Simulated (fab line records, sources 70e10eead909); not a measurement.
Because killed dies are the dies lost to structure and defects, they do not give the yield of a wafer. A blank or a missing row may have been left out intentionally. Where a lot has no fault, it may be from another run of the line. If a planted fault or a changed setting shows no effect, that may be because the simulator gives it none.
fab line records :: flow nand-harc
[record]
  lots = 14
  wafers = 42
  last-day = 33
route steps=1302 shown A_CONTACT@1090 A_M1@1194 THIN_TSV@1245 END@1302
lots that met no fault: taken from a fault-free run of the same line
start-h: hours from the record's opening day to when the first of the lot's shown wafers began :: wait-h: hours elapsed since this lot's preceding step :: " repeats the value in the row above :: L1.1+2: a row that stands for several wafers :: - no value, or no start given :: * or withheld: withheld :: < > ~ a bound
route shown NAME@n: NAME is a module with steps in the file, n the number in the route of the first one :: usual: mean/standard deviation taken from wafers without a fault :: same: alike in all rows :: chamber/n: place in a boat :: sites: per-site readings :: _std_site: the standard deviation of these :: _edge_site: the outer-site mean with the inner-site mean subtracted :: radius-mm: how far each site lies from the wafer's centre :: mask NAME#n: copy n :: behind: tool/chamber where the wafer was last shaped :: hold: reason for holding the lot/hours on hold/outcome of the hold :: device: transistor that didn't switch, given as n, p or np :: end of line: the same wafers' tests at the end of the route :: a step given without rows: its recipe and nothing more :: killed: count of dies lost to structure and defects at first sort (not the wafer's yield) :: map: the dies of a wafer, with x for killed, . for not killed, _ for no die there
set.NAME: the setting the step ran with; set.NAME@STEP: the setting that earlier step ran with :: model.NAME: the simulator's own value behind a step, which no gauge read
route steps across a sampled set of lots; one table per step, one row per wafer
services: when a tool's chamber went out of use (start-h, in hours from the record's first day, below 0 if earlier), for how many hours, and the reason
[[steps]]
[step NHARC_A_CONTACT_ETCH_138]
[recipe]
  source-w = withheld
  pressure-mtorr = 20
  bias-v = 1200
  time-s = 311
  target-depth-a = 19140
  ar-flow-sccm = withheld
  c4f8-flow-sccm = withheld
  o2-flow-sccm = withheld
  chemistry = C4F8/O2/Ar
lot.wafer: L215.2
tool: har-cap-etch-02
chamber: 0
start-h: 526.27
wait-h: 0.2
rf-hours-counter-h: 90

lot.wafer: L215.6
tool: har-cap-etch-02
chamber: 0
start-h: 526.27
wait-h: 0.2
rf-hours-counter-h: -

lot.wafer: L215.5
tool: har-cap-etch-02
chamber: 1
start-h: 526.27
wait-h: 0.2
rf-hours-counter-h: -

lot.wafer: L214.2
tool: har-cap-etch-01
chamber: 0
start-h: 534.48
wait-h: 0.3
rf-hours-counter-h: 6

lot.wafer: L214.5
tool: har-cap-etch-01
chamber: 0
start-h: 534.48
wait-h: 0.3
rf-hours-counter-h: -

lot.wafer: L214.6
tool: har-cap-etch-01
chamber: 1
start-h: 534.48
wait-h: 0.3
rf-hours-counter-h: -

lot.wafer: L216.2
tool: har-cap-etch-02
chamber: 1
start-h: 552.32
wait-h: 0.2
rf-hours-counter-h: 98

lot.wafer: L216.4
tool: har-cap-etch-02
chamber: 1
start-h: 552.32
wait-h: 0.2
rf-hours-counter-h: -

lot.wafer: L216.6
tool: har-cap-etch-02
chamber: 1
start-h: 552.32
wait-h: 0.2
rf-hours-counter-h: -

lot.wafer: L219.1
tool: har-cap-etch-03
chamber: 0
start-h: 575.18
wait-h: 0.2
rf-hours-counter-h: 55

lot.wafer: L219.3
tool: har-cap-etch-03
chamber: 1
start-h: 575.18
wait-h: 0.2
rf-hours-counter-h: -

lot.wafer: L219.5
tool: har-cap-etch-03
chamber: 1
start-h: 575.18
wait-h: 0.2
rf-hours-counter-h: -

lot.wafer: L222.2
tool: har-cap-etch-01
chamber: 1
start-h: 609.60
wait-h: 0.2
rf-hours-counter-h: 16

lot.wafer: L222.4
tool: har-cap-etch-01
chamber: 1
start-h: 609.60
wait-h: 0.2
rf-hours-counter-h: -

lot.wafer: L222.5
tool: har-cap-etch-01
chamber: 1
start-h: 609.60
wait-h: 0.2
rf-hours-counter-h: -

lot.wafer: L225.1
tool: har-cap-etch-02
chamber: 0
start-h: 631.77
wait-h: 0.2
rf-hours-counter-h: 111

lot.wafer: L225.4
tool: har-cap-etch-02
chamber: 1
start-h: 631.77
wait-h: 0.2
rf-hours-counter-h: -

lot.wafer: L225.3
tool: har-cap-etch-02
chamber: 0
start-h: 631.77
wait-h: 0.2
rf-hours-counter-h: -

lot.wafer: L224.2
tool: har-cap-etch-01
chamber: 1
start-h: 634.89
wait-h: 0.2
rf-hours-counter-h: 22

lot.wafer: L224.1
tool: har-cap-etch-01
chamber: 0
start-h: 634.89
wait-h: 0.2
rf-hours-counter-h: 22

lot.wafer: L224.4
tool: har-cap-etch-01
chamber: 1
start-h: 634.89
wait-h: 0.2
rf-hours-counter-h: -

lot.wafer: L226.1
tool: har-cap-etch-01
chamber: 0
start-h: 654.44
wait-h: 0.2
rf-hours-counter-h: 25

lot.wafer: L226.4
tool: har-cap-etch-01
chamber: 0
start-h: 654.44
wait-h: 0.2
rf-hours-counter-h: -

lot.wafer: L226.6
tool: har-cap-etch-01
chamber: 0
start-h: 654.44
wait-h: 0.2
rf-hours-counter-h: -

lot.wafer: L228.1
tool: har-cap-etch-01
chamber: 0
start-h: 661.95
wait-h: 0.2
rf-hours-counter-h: 26

lot.wafer: L228.3
tool: har-cap-etch-01
chamber: 1
start-h: 661.95
wait-h: 0.2
rf-hours-counter-h: -

lot.wafer: L228.6
tool: har-cap-etch-01
chamber: 0
start-h: 661.95
wait-h: 0.2
rf-hours-counter-h: -

lot.wafer: L229.2
tool: har-cap-etch-01
chamber: 1
start-h: 699.54
wait-h: 0.2
rf-hours-counter-h: 32

lot.wafer: L229.3
tool: har-cap-etch-01
chamber: 1
start-h: 699.54
wait-h: 0.2
rf-hours-counter-h: -

lot.wafer: L229.6
tool: har-cap-etch-01
chamber: 1
start-h: 699.54
wait-h: 0.2
rf-hours-counter-h: -

lot.wafer: L231.4
tool: har-cap-etch-02
chamber: 1
start-h: 711.22
wait-h: 0.2
rf-hours-counter-h: -

lot.wafer: L231.5
tool: har-cap-etch-02
chamber: 0
start-h: 711.22
wait-h: 0.2
rf-hours-counter-h: -

lot.wafer: L231.6
tool: har-cap-etch-02
chamber: 1
start-h: 711.22
wait-h: 0.2
rf-hours-counter-h: -

lot.wafer: L232.2
tool: har-cap-etch-01
chamber: 1
start-h: 714.80
wait-h: 0.2
rf-hours-counter-h: 37

lot.wafer: L232.3
tool: har-cap-etch-01
chamber: 1
start-h: 714.80
wait-h: 0.2
rf-hours-counter-h: -

lot.wafer: L232.6
tool: har-cap-etch-01
chamber: 1
start-h: 714.80
wait-h: 0.2
rf-hours-counter-h: -

lot.wafer: L234.3
tool: har-cap-etch-02
chamber: 1
start-h: 725.17
wait-h: 0.2
rf-hours-counter-h: -

lot.wafer: L234.6
tool: har-cap-etch-02
chamber: 1
start-h: 725.17
wait-h: 0.2
rf-hours-counter-h: -

lot.wafer: L234.5
tool: har-cap-etch-02
chamber: 0
start-h: 725.17
wait-h: 0.2
rf-hours-counter-h: -

lot.wafer: L235.2
tool: har-cap-etch-03
chamber: 0
start-h: 725.63
wait-h: 0.2
rf-hours-counter-h: 81

lot.wafer: L235.4
tool: har-cap-etch-03
chamber: 0
start-h: 725.63
wait-h: 0.2
rf-hours-counter-h: -

lot.wafer: L235.3
tool: har-cap-etch-03
chamber: 1
start-h: 725.63
wait-h: 0.2
rf-hours-counter-h: -
[step NHARC_A_M1_ANNEAL_31]
[recipe]
  temp-c = 225
  time-s = 90
[usual]
  wafer_temp_C_max = 226.31/0.3
lot.wafer: L215.2
tool: rtp-anneal-02
chamber: 0
start-h: 540.39
wait-h: 0.3
wafer_temp_C_max: 226.22

lot.wafer: L215.5
tool: rtp-anneal-02
chamber: 0
start-h: 540.39
wait-h: 0.3
wafer_temp_C_max: 226.42

lot.wafer: L215.6
tool: rtp-anneal-02
chamber: 0
start-h: 540.39
wait-h: 0.3
wafer_temp_C_max: 227.12

lot.wafer: L214.2
tool: rtp-anneal-02
chamber: 0
start-h: 549.41
wait-h: 0.4
wafer_temp_C_max: 226.26

lot.wafer: L214.5
tool: rtp-anneal-02
chamber: 0
start-h: 549.41
wait-h: 0.4
wafer_temp_C_max: 226.25

lot.wafer: L214.6
tool: rtp-anneal-02
chamber: 0
start-h: 549.41
wait-h: 0.4
wafer_temp_C_max: 226.42

lot.wafer: L216.2
tool: rtp-anneal-02
chamber: 0
start-h: 566.47
wait-h: -
wafer_temp_C_max: 226.60

lot.wafer: L216.4
tool: rtp-anneal-02
chamber: 0
start-h: 566.47
wait-h: -
wafer_temp_C_max: 226.20

lot.wafer: L216.6
tool: rtp-anneal-02
chamber: 0
start-h: 566.47
wait-h: -
wafer_temp_C_max: 225.96

lot.wafer: L219.1
tool: rtp-anneal-02
chamber: 0
start-h: 589.67
wait-h: -
wafer_temp_C_max: 226.51

lot.wafer: L219.3
tool: rtp-anneal-02
chamber: 0
start-h: 589.67
wait-h: -
wafer_temp_C_max: 226.37

lot.wafer: L219.5
tool: rtp-anneal-02
chamber: 0
start-h: 589.67
wait-h: -
wafer_temp_C_max: 226.41

lot.wafer: L222.2
tool: rtp-anneal-02
chamber: 0
start-h: 623.79
wait-h: -
wafer_temp_C_max: 226.48

lot.wafer: L222.4
tool: rtp-anneal-02
chamber: 0
start-h: 623.79
wait-h: -
wafer_temp_C_max: 225.89

lot.wafer: L222.5
tool: rtp-anneal-02
chamber: 0
start-h: 623.79
wait-h: -
wafer_temp_C_max: 226.52

lot.wafer: L225.1
tool: rtp-anneal-01
chamber: 0
start-h: 645.56
wait-h: -
wafer_temp_C_max: 226.09

lot.wafer: L225.3
tool: rtp-anneal-01
chamber: 0
start-h: 645.56
wait-h: -
wafer_temp_C_max: 225.99

lot.wafer: L225.4
tool: rtp-anneal-01
chamber: 0
start-h: 645.56
wait-h: -
wafer_temp_C_max: 226.09

lot.wafer: L224.1
tool: rtp-anneal-01
chamber: 0
start-h: 648.75
wait-h: -
wafer_temp_C_max: 226.31

lot.wafer: L224.2
tool: rtp-anneal-01
chamber: 0
start-h: 648.75
wait-h: -
wafer_temp_C_max: 226.72

lot.wafer: L224.4
tool: rtp-anneal-01
chamber: 0
start-h: 648.75
wait-h: -
wafer_temp_C_max: 225.89

lot.wafer: L226.1
tool: rtp-anneal-02
chamber: 0
start-h: 668.51
wait-h: 0.3
wafer_temp_C_max: 226.76

lot.wafer: L226.4
tool: rtp-anneal-02
chamber: 0
start-h: 668.51
wait-h: 0.3
wafer_temp_C_max: 226.15

lot.wafer: L226.6
tool: rtp-anneal-02
chamber: 0
start-h: 668.51
wait-h: 0.3
wafer_temp_C_max: 225.91

lot.wafer: L228.1
tool: rtp-anneal-02
chamber: 0
start-h: 676.04
wait-h: -
wafer_temp_C_max: 226.26

lot.wafer: L228.3
tool: rtp-anneal-02
chamber: 0
start-h: 676.04
wait-h: -
wafer_temp_C_max: 226.59

lot.wafer: L228.6
tool: rtp-anneal-02
chamber: 0
start-h: 676.04
wait-h: -
wafer_temp_C_max: 226.71

lot.wafer: L229.2
tool: rtp-anneal-02
chamber: 0
start-h: 713.43
wait-h: -
wafer_temp_C_max: 226.94

lot.wafer: L229.3
tool: rtp-anneal-02
chamber: 0
start-h: 713.43
wait-h: -
wafer_temp_C_max: 226.35

lot.wafer: L229.6
tool: rtp-anneal-02
chamber: 0
start-h: 713.43
wait-h: -
wafer_temp_C_max: 226.40

lot.wafer: L231.4
tool: rtp-anneal-01
chamber: 0
start-h: 725.36
wait-h: -
wafer_temp_C_max: 226.08

lot.wafer: L231.5
tool: rtp-anneal-01
chamber: 0
start-h: 725.36
wait-h: -
wafer_temp_C_max: 226.30

lot.wafer: L231.6
tool: rtp-anneal-01
chamber: 0
start-h: 725.36
wait-h: -
wafer_temp_C_max: 226.21

lot.wafer: L232.2
tool: rtp-anneal-02
chamber: 0
start-h: 731.24
wait-h: -
wafer_temp_C_max: 225.95

lot.wafer: L232.3
tool: rtp-anneal-02
chamber: 0
start-h: 731.24
wait-h: -
wafer_temp_C_max: 226.73

lot.wafer: L232.6
tool: rtp-anneal-02
chamber: 0
start-h: 731.24
wait-h: -
wafer_temp_C_max: 226.37

lot.wafer: L234.3
tool: rtp-anneal-02
chamber: 0
start-h: 739.93
wait-h: 0.3
wafer_temp_C_max: 226.17

lot.wafer: L234.5
tool: rtp-anneal-02
chamber: 0
start-h: 739.93
wait-h: 0.3
wafer_temp_C_max: 226.01

lot.wafer: L234.6
tool: rtp-anneal-02
chamber: 0
start-h: 739.93
wait-h: 0.3
wafer_temp_C_max: 226.00

lot.wafer: L235.2
tool: rtp-anneal-01
chamber: 0
start-h: 740.27
wait-h: -
wafer_temp_C_max: 225.98

lot.wafer: L235.3
tool: rtp-anneal-01
chamber: 0
start-h: 740.27
wait-h: -
wafer_temp_C_max: 226.11

lot.wafer: L235.4
tool: rtp-anneal-01
chamber: 0
start-h: 740.27
wait-h: -
wafer_temp_C_max: 225.75
[step NHARC_THIN_TSV_CMP_01]
[recipe]
  target-thk-um = 3
[usual]
  motor-current-A = 12.3/1.2
  pad-life-wafers = 196/100
lot.wafer: L215.2
tool: cmp-02
chamber: 1
start-h: 560.94
wait-h: 0.8
motor-current-A: 13.3
pad-life-wafers: 96

lot.wafer: L215.5
tool: cmp-02
chamber: 1
start-h: 560.94
wait-h: 0.8
motor-current-A: 13.0
pad-life-wafers: -

lot.wafer: L215.6
tool: cmp-02
chamber: 2
start-h: 560.94
wait-h: 0.8
motor-current-A: 10.9
pad-life-wafers: -

lot.wafer: L214.2
tool: cmp-04
chamber: 2
start-h: 567.00
wait-h: 0.9
motor-current-A: 12.8
pad-life-wafers: 213

lot.wafer: L214.5
tool: cmp-04
chamber: 3
start-h: 567.00
wait-h: 0.9
motor-current-A: 13.1
pad-life-wafers: -

lot.wafer: L214.6
tool: cmp-04
chamber: 0
start-h: 567.00
wait-h: 0.9
motor-current-A: 10.2
pad-life-wafers: -

lot.wafer: L216.4
tool: cmp-01
chamber: 3
start-h: 586.00
wait-h: 0.4
motor-current-A: 14.4
pad-life-wafers: 18

lot.wafer: L216.2
tool: cmp-01
chamber: 0
start-h: 586.00
wait-h: 0.4
motor-current-A: 11.7
pad-life-wafers: 19

lot.wafer: L216.6
tool: cmp-01
chamber: 3
start-h: 586.00
wait-h: 0.4
motor-current-A: 14.5
pad-life-wafers: -

lot.wafer: L219.3
tool: cmp-02
chamber: 0
start-h: 605.58
wait-h: 0.7
motor-current-A: 9.9
pad-life-wafers: 259

lot.wafer: L219.1
tool: cmp-02
chamber: 1
start-h: 605.58
wait-h: 0.7
motor-current-A: 13.6
pad-life-wafers: 260

lot.wafer: L219.5
tool: cmp-02
chamber: 3
start-h: 605.58
wait-h: 0.7
motor-current-A: 12.2
pad-life-wafers: -

lot.wafer: L222.4
tool: cmp-01
chamber: 1
start-h: 640.20
wait-h: 0.4
motor-current-A: 10.9
pad-life-wafers: 228

lot.wafer: L222.2
tool: cmp-01
chamber: 0
start-h: 640.20
wait-h: 0.4
motor-current-A: 11.7
pad-life-wafers: 231

lot.wafer: L222.5
tool: cmp-01
chamber: 2
start-h: 640.20
wait-h: 0.4
motor-current-A: 11.9
pad-life-wafers: -

lot.wafer: L224.4
tool: cmp-01
chamber: 0
start-h: 661.82
wait-h: 0.4
motor-current-A: 12.5
pad-life-wafers: 336

lot.wafer: L224.2
tool: cmp-01
chamber: 1
start-h: 661.82
wait-h: 0.4
motor-current-A: 11.2
pad-life-wafers: 337

lot.wafer: L224.1
tool: cmp-01
chamber: 2
start-h: 661.82
wait-h: 0.4
motor-current-A: 12.6
pad-life-wafers: 338

lot.wafer: L225.1
tool: cmp-01
chamber: 2
start-h: 663.02
wait-h: 1.0
motor-current-A: 11.7
pad-life-wafers: 342

lot.wafer: L225.3
tool: cmp-01
chamber: 3
start-h: 663.02
wait-h: 1.0
motor-current-A: 14.7
pad-life-wafers: 343

lot.wafer: L225.4
tool: cmp-01
chamber: 0
start-h: 663.02
wait-h: 1.0
motor-current-A: 11.4
pad-life-wafers: 344

lot.wafer: L226.1
tool: cmp-01
chamber: 1
start-h: 687.70
wait-h: 1.1
motor-current-A: 11.5
pad-life-wafers: 20

lot.wafer: L226.4
tool: cmp-01
chamber: 2
start-h: 687.70
wait-h: 1.1
motor-current-A: 11.8
pad-life-wafers: 21

lot.wafer: L226.6
tool: cmp-01
chamber: 3
start-h: 687.70
wait-h: 1.1
motor-current-A: 14.8
pad-life-wafers: -

lot.wafer: L228.1
tool: cmp-01
chamber: 1
start-h: 692.56
wait-h: 1.1
motor-current-A: 10.8
pad-life-wafers: 43

lot.wafer: L228.3
tool: cmp-01
chamber: 2
start-h: 692.56
wait-h: 1.1
motor-current-A: 11.3
pad-life-wafers: 44

lot.wafer: L228.6
tool: cmp-01
chamber: 0
start-h: 692.56
wait-h: 1.1
motor-current-A: 11.4
pad-life-wafers: -

lot.wafer: L229.2
tool: cmp-02
chamber: 2
start-h: 731.77
wait-h: 0.9
motor-current-A: 11.1
pad-life-wafers: 320

lot.wafer: L229.3
tool: cmp-02
chamber: 3
start-h: 731.77
wait-h: 0.9
motor-current-A: 11.8
pad-life-wafers: 321

lot.wafer: L229.6
tool: cmp-02
chamber: 1
start-h: 731.77
wait-h: 0.9
motor-current-A: 13.8
pad-life-wafers: -

lot.wafer: L231.4
tool: cmp-01
chamber: 2
start-h: 746.48
wait-h: 0.5
motor-current-A: 11.9
pad-life-wafers: 236

lot.wafer: L231.5
tool: cmp-01
chamber: 0
start-h: 746.48
wait-h: 0.5
motor-current-A: 11.8
pad-life-wafers: -

lot.wafer: L231.6
tool: cmp-01
chamber: 1
start-h: 746.48
wait-h: 0.5
motor-current-A: 11.3
pad-life-wafers: -

lot.wafer: L232.3
tool: cmp-04
chamber: 2
start-h: 754.59
wait-h: 0.6
motor-current-A: 13.2
pad-life-wafers: 246

lot.wafer: L232.2
tool: cmp-04
chamber: 3
start-h: 754.59
wait-h: 0.6
motor-current-A: 13.5
pad-life-wafers: 247

lot.wafer: L232.6
tool: cmp-04
chamber: 3
start-h: 754.59
wait-h: 0.6
motor-current-A: 13.7
pad-life-wafers: -

lot.wafer: L234.3
tool: cmp-01
chamber: 1
start-h: 757.00
wait-h: 0.7
motor-current-A: 11.3
pad-life-wafers: 289

lot.wafer: L234.6
tool: cmp-01
chamber: 0
start-h: 757.00
wait-h: 0.7
motor-current-A: 11.3
pad-life-wafers: -

lot.wafer: L234.5
tool: cmp-01
chamber: 1
start-h: 757.00
wait-h: 0.7
motor-current-A: 11.5
pad-life-wafers: -

lot.wafer: L235.4
tool: cmp-02
chamber: 1
start-h: 758.19
wait-h: 0.4
motor-current-A: 12.9
pad-life-wafers: 102

lot.wafer: L235.3
tool: cmp-02
chamber: 2
start-h: 758.19
wait-h: 0.4
motor-current-A: 11.2
pad-life-wafers: 103

lot.wafer: L235.2
tool: cmp-02
chamber: 0
start-h: 758.19
wait-h: 0.4
motor-current-A: 11.3
pad-life-wafers: 105
[step NHARC_END_SORT_01]
[recipe]
  temp-c = 25
[usual]
  killed-at-array = 61/24
  killed-at-other = 1.2/1.3
  killed-at-periphery = 3.7/2.6
  killed-dies = 66/23
  killed-open = 3.3/1.8
  killed-short = 2.4/1.6
[same]
  gross-dies = 677
lot.wafer: L229.2
tool: prober-02
chamber: 0
start-h: 750.81
wait-h: 2.8
killed-at-array: 141
killed-at-other: 0
killed-at-periphery: 3
killed-dies: 144
killed-open: 3
killed-short: 0

lot.wafer: L229.3
tool: prober-02
chamber: 0
start-h: 751.63
wait-h: 3.1
killed-at-array: 156
killed-at-other: 1
killed-at-periphery: 5
killed-dies: 162
killed-open: 4
killed-short: 3

lot.wafer: L229.6
tool: prober-02
chamber: 0
start-h: 754.08
wait-h: 4.1
killed-at-array: 157
killed-at-other: 0
killed-at-periphery: 6
killed-dies: 163
killed-open: 0
killed-short: 4

lot.wafer: L232.2
tool: prober-01
chamber: 0
start-h: 777.94
wait-h: 2.8
killed-at-array: 117
killed-at-other: 2
killed-at-periphery: 7
killed-dies: 126
killed-open: 4
killed-short: 1

lot.wafer: L232.3
tool: prober-01
chamber: 0
start-h: 778.73
wait-h: 3.1
killed-at-array: 117
killed-at-other: 2
killed-at-periphery: 14
killed-dies: 133
killed-open: 4
killed-short: 3

lot.wafer: L232.6
tool: prober-01
chamber: 0
start-h: 781.12
wait-h: 4.0
killed-at-array: 116
killed-at-other: 4
killed-at-periphery: 7
killed-dies: 127
killed-open: 1
killed-short: 2
// killed by level:class
L229.2 A_CONTACT:unspecified=89 A_CHANNEL_HOLE_D1:chamber-film-flake=26 A_CHANNEL_HOLE_D2:chamber-film-flake=18 A_SLIT:chamber-film-flake=5 P_CONTACT:geometric-particle:open=2 A_ONON_D1:geometric-particle:open=1 P_M2:chamber-film-flake=1 A_CONTACT:chamber-film-flake=1
L229.3 A_CONTACT:unspecified=96 A_CHANNEL_HOLE_D1:chamber-film-flake=29 A_CHANNEL_HOLE_D2:chamber-film-flake=14 A_SLIT:chamber-film-flake=6 P_M2:chamber-film-flake=2 A_STAIRCASE:chamber-film-flake=2 A_CONTACT:chamber-film-flake=2 P_GATE:geometric-particle:open=1
L229.6 A_CONTACT:unspecified=96 A_CHANNEL_HOLE_D1:chamber-film-flake=29 A_CHANNEL_HOLE_D2:chamber-film-flake=20 P_M2:chamber-film-flake=3 A_SLIT:chamber-film-flake=3 P_STI:chamber-film-flake=2 A_CONTACT:chamber-film-flake=2 A_SOURCE_PLATE:geometric-particle:short=1
L232.2 A_CONTACT:unspecified=101 A_SLIT:chamber-film-flake=4 P_STI:chamber-film-flake=3 P_GATE:chamber-film-flake=3 A_CHANNEL_HOLE_D1:chamber-film-flake=3 A_STAIRCASE:chamber-film-flake=2 P_M1:geometric-particle:open=1 A_ONON_D1:geometric-particle:short=1
L232.3 A_CONTACT:unspecified=97 P_STI:chamber-film-flake=9 A_CHANNEL_HOLE_D1:chamber-film-flake=7 A_SLIT:chamber-film-flake=4 P_GATE:chamber-film-flake=2 A_CHANNEL_FILL_D2:chamber-film-flake=2 A_STAIRCASE:chamber-film-flake=2 P_CONTACT:geometric-particle:short=1
L232.6 A_CONTACT:unspecified=92 A_SLIT:chamber-film-flake=8 A_CHANNEL_HOLE_D1:chamber-film-flake=6 P_STI:chamber-film-flake=5 THIN_TSV:chamber-film-flake=4 P_GATE:chamber-film-flake=2 A_DECK1_JOINT:chamber-film-flake=2 A_CHANNEL_FILL_D2:chamber-film-flake=2
[[services]]
tool: cmp-04
chamber: -
start-h: 505.45
hours: 4.0
kind: pm

tool: cmp-02
chamber: -
start-h: 510.04
hours: 1.9
kind: repair

tool: cmp-04
chamber: -
start-h: 515.74
hours: 2.9
kind: repair

tool: cmp-01
chamber: -
start-h: 526.01
hours: 2.2
kind: repair

tool: cmp-02
chamber: -
start-h: 537.81
hours: 4.0
kind: pm

tool: cmp-04
chamber: -
start-h: 539.49
hours: 1.9
kind: repair

tool: cmp-01
chamber: -
start-h: 556.03
hours: 4.0
kind: repair

tool: cmp-02
chamber: -
start-h: 563.69
hours: 1.4
kind: repair

tool: har-cap-etch-01
chamber: -
start-h: 567.86
hours: 0.6
kind: repair

tool: cmp-01
chamber: -
start-h: 577.50
hours: 4.0
kind: pm

tool: cmp-02
chamber: -
start-h: 593.19
hours: 2.6
kind: repair

tool: cmp-04
chamber: -
start-h: 603.45
hours: 4.0
kind: pm

tool: cmp-01
chamber: -
start-h: 605.44
hours: 0.9
kind: repair

tool: har-cap-etch-03
chamber: -
start-h: 625.69
hours: 1.0
kind: repair

tool: cmp-02
chamber: -
start-h: 635.81
hours: 4.0
kind: pm

tool: cmp-02
chamber: -
start-h: 643.49
hours: 1.3
kind: repair

tool: cmp-02
chamber: -
start-h: 646.30
hours: 0.6
kind: repair

tool: cmp-02
chamber: -
start-h: 657.54
hours: 7.5
kind: repair

tool: cmp-01
chamber: -
start-h: 675.50
hours: 4.0
kind: pm

tool: cmp-01
chamber: -
start-h: 710.75
hours: 0.4
kind: repair

tool: cmp-01
chamber: -
start-h: 726.70
hours: 10.6
kind: repair

tool: cmp-02
chamber: -
start-h: 733.81
hours: 4.0
kind: pm

tool: rtp-anneal-02
chamber: -
start-h: 744.00
hours: 12.0
kind: pm

tool: har-cap-etch-02
chamber: -
start-h: 754.00
hours: 17.0
kind: pm
[[key]]
[first-sign]
  step = NHARC_END_SORT_01
  reading = killed-dies
  direction = up
  sigmas = 3.3
  usual = 66
  struck = 142
[effect]
  step = NHARC_END_SORT_01
  reading = killed-at-array
  direction = up
  sigmas = 3.1
  usual = 61
  struck = 134
[more-kills-born-at]
  NHARC_A_CONTACT_ETCH_138@har-cap-etch-01 = 571
met-at NHARC_A_CONTACT_ETCH_138
struck-lots L229,L232
tester-left-out L229,L232
not-acting-at NHARC_A_M1_ANNEAL_31,NHARC_THIN_TSV_CMP_01
onset-between 661.95 699.54
[fault]
  kind = chamber-particle-source
  tool = har-cap-etch-01
  chamber = -
  onset-h = 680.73
  steps = NHARC_A_CONTACT_ETCH_138
  rate-per-visit-cm2 = 1.6169
// tester-left-out: of these lots the tester's yield and bins aren't shown, on N5 and GAA mostly nor the transistor test; their killed dies are dies lost to structure and defects alone, not to doping, threshold or leakage, so they don't give the yield
